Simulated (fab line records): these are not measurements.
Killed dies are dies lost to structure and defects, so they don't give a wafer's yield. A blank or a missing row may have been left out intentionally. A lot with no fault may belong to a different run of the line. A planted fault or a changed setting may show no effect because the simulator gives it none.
Struck lot and sound lot, side by side | flow n5-finfet | 19 steps out of a route of 1938
Sound: these wafers, L881.2, L881.5, L881.6. Struck: wafer L884.1; the same lot's L884.2 was not struck, so it is left out; see the end for the cause.
Each step with rows lists, per side, the tool, then ch with its chambers, then its first start. Under that, the readings that differ: sound wafers | struck wafers | difference of the means | sigmas: that difference in standard deviations of wafers without a fault.
alike: readings with means less than 2 such deviations apart, plus words and numbers identical on both sides. not compared: withheld readings, readings lacking a value on some wafer, bounds such as >300 that could conceal the same value, and numbers that have no deviation in the record and whose values overlap.
A row with sigmas, a row that says differs or no value, or rows on one side alone: a step with any of these is where the two part. Non-overlapping numbers with no deviation appear without sigmas and do not part them. A reading that every wafer of one side lacks parts them only if that side has two wafers or more.

first, 6 steps without rows for these wafers: N5_BEOL_M4_COAT_05 (resist thk 30 nm); N5_BEOL_M4_EBR_07; N5_BEOL_M4_SOFTBAKE_06 (time 60 s); N5_BEOL_M4_EXPOSE_08 (exposes mask M4); N5_BEOL_M4_PEB_09 (peb time 60 s); N5_BEOL_M4_DEVELOP_10 (develop time 30 s).
N5_BEOL_M4_CD_MEAS_11 targets a cd of 16.79 nm.
  sound on cd-sem-03 ch 0, day 9 18:25; struck on cd-sem-02 ch 0, day 10 22:04
  alike: cd-nm
N5_BEOL_M4_OVL_MEAS_12:
  sound on overlay-02 ch 0, day 9 18:27; struck on overlay-02 ch 0, day 10 22:06
  alike: M4_OVL
N5_BEOL_M4_INSPECT_13: inspects for defects (brightfield).
  sound on defect-inspect-01 at day 9 18:30; struck on defect-inspect-01 at day 10 22:10
  reading          | sound       | struck | difference | sigmas
  raw-defect-count | 389 356 274 | 560    | +220       | +3
N5_BEOL_M4_DESCUM_16: chemistry O2, time 7 s.
  sound on rie-diel-05 ch 2,3, day 9 18:35; struck on rie-diel-05 ch 2, day 10 22:11
  alike: drypump-motor-current-A, oes-product-au, rf-vpp-V, showerhead-plenum-p-Torr, throttle-valve-pct
  not compared: rf-hours-counter-h
N5_BEOL_M4_ETCH_74: etches underlayer in N2/H2, target depth 6.5 nm, time 5.2 s.
  sound on rie-diel-05 ch 2,3, day 9 18:37; struck on rie-diel-05 ch 2, day 10 22:14
  reading               | sound          | struck | difference | sigmas
  etch-rf-on-time-s (s) | 4.86 5.28 4.93 | 5.40   | +0.38      | +3
  alike: drypump-motor-current-A, oes-product-au, rf-vpp-V, showerhead-plenum-p-Torr, throttle-valve-pct
  not compared: rf-hours-counter-h
N5_BEOL_M4_ETCH_63: etches SiARC in CF4, target depth 15.6 nm, time 26 s.
  sound on rie-diel-05 ch 2,3, day 9 18:38; struck on rie-diel-05 ch 2, day 10 22:14
  reading               | sound          | struck | difference | sigmas
  etch-rf-on-time-s (s) | 24.4 26.3 24.4 | 26.9   | +1.9       | +3
  alike: drypump-motor-current-A, oes-product-au, rf-vpp-V, showerhead-plenum-p-Torr, throttle-valve-pct
  not compared: rf-hours-counter-h
N5_BEOL_M4_ETCH_64: etches SOC in N2/H2, target depth 75 nm, overetch 22.5 nm, time 121.9 s.
  sound on rie-diel-05 ch 2,3, day 9 18:40; struck on rie-diel-05 ch 2, day 10 22:16
  reading                                    | sound       | struck | difference | sigmas
  model.SiARC_of_BEOL_M4_COAT_62.thk-nm (nm) | 6.2 6.6 6.2 | 5.4    | -0.9       |
  alike: drypump-motor-current-A, oes-product-au, rf-vpp-V, showerhead-plenum-p-Torr, throttle-valve-pct
  not compared: rf-hours-counter-h, model.BEOL_M4.cd-offset-nm
then, 2 steps without rows for these wafers: N5_BEOL_M4_STRIP_65 (strips in N2/H2); N5_BEOL_M4_STRIP_75 (strips in N2/H2).
N5_BEOL_M4_STRIP_66: strips in CF4.
  sound on rie-diel-05 ch 2,3, day 9 18:47; struck on rie-diel-05 ch 2, day 10 22:24
  alike: drypump-motor-current-A, oes-product-au, rf-vpp-V, showerhead-plenum-p-Torr, throttle-valve-pct
  not compared: rf-hours-counter-h
N5_BEOL_M4_HM_OPEN_17: chemistry Cl2/BCl3, target TiN, target depth 20 nm, overetch 6 nm.
  sound on rie-metal-01 ch 0,1, day 9 18:50; struck on rie-metal-01 ch 1, day 10 22:27
  reading                  | sound             | struck | difference | sigmas
  model.etch.depth-nm (nm) | 20.06 19.96 20.27 | 17.59  | -2.51      |
  alike: bcl3-flow-sccm, drypump-motor-current-A, oes-product-au, throttle-valve-pct
  not compared: rf-hours-counter-h, model.BEOL_M4.cd-offset-nm
N5_BEOL_M4_STRIP_19: strips in O2.
  sound on rie-diel-02 ch 2,3, day 9 18:56; struck on rie-diel-05 ch 1, day 10 22:34
  alike: drypump-motor-current-A, oes-product-au, rf-vpp-V, showerhead-plenum-p-Torr, throttle-valve-pct
  not compared: rf-hours-counter-h
N5_BEOL_M4_RC_MEAS_101:
  sound on prober-02 ch 0, day 10 18:28; struck on prober-01 ch 0, day 11 08:59
  reading   | sound       | struck | difference | sigmas
  VT_N (mV) | 247 252 248 | 255    | +6         | +2
  alike: DIBL_N, DIBL_P, IOFF_N, IOFF_P, ION_N, ION_P, SS_N, SS_P, VT_P

== WHERE THEY PART ==
First at N5_BEOL_M4_INSPECT_13; last, within this record, at N5_BEOL_M4_RC_MEAS_101.

WHY: what the simulator had put in
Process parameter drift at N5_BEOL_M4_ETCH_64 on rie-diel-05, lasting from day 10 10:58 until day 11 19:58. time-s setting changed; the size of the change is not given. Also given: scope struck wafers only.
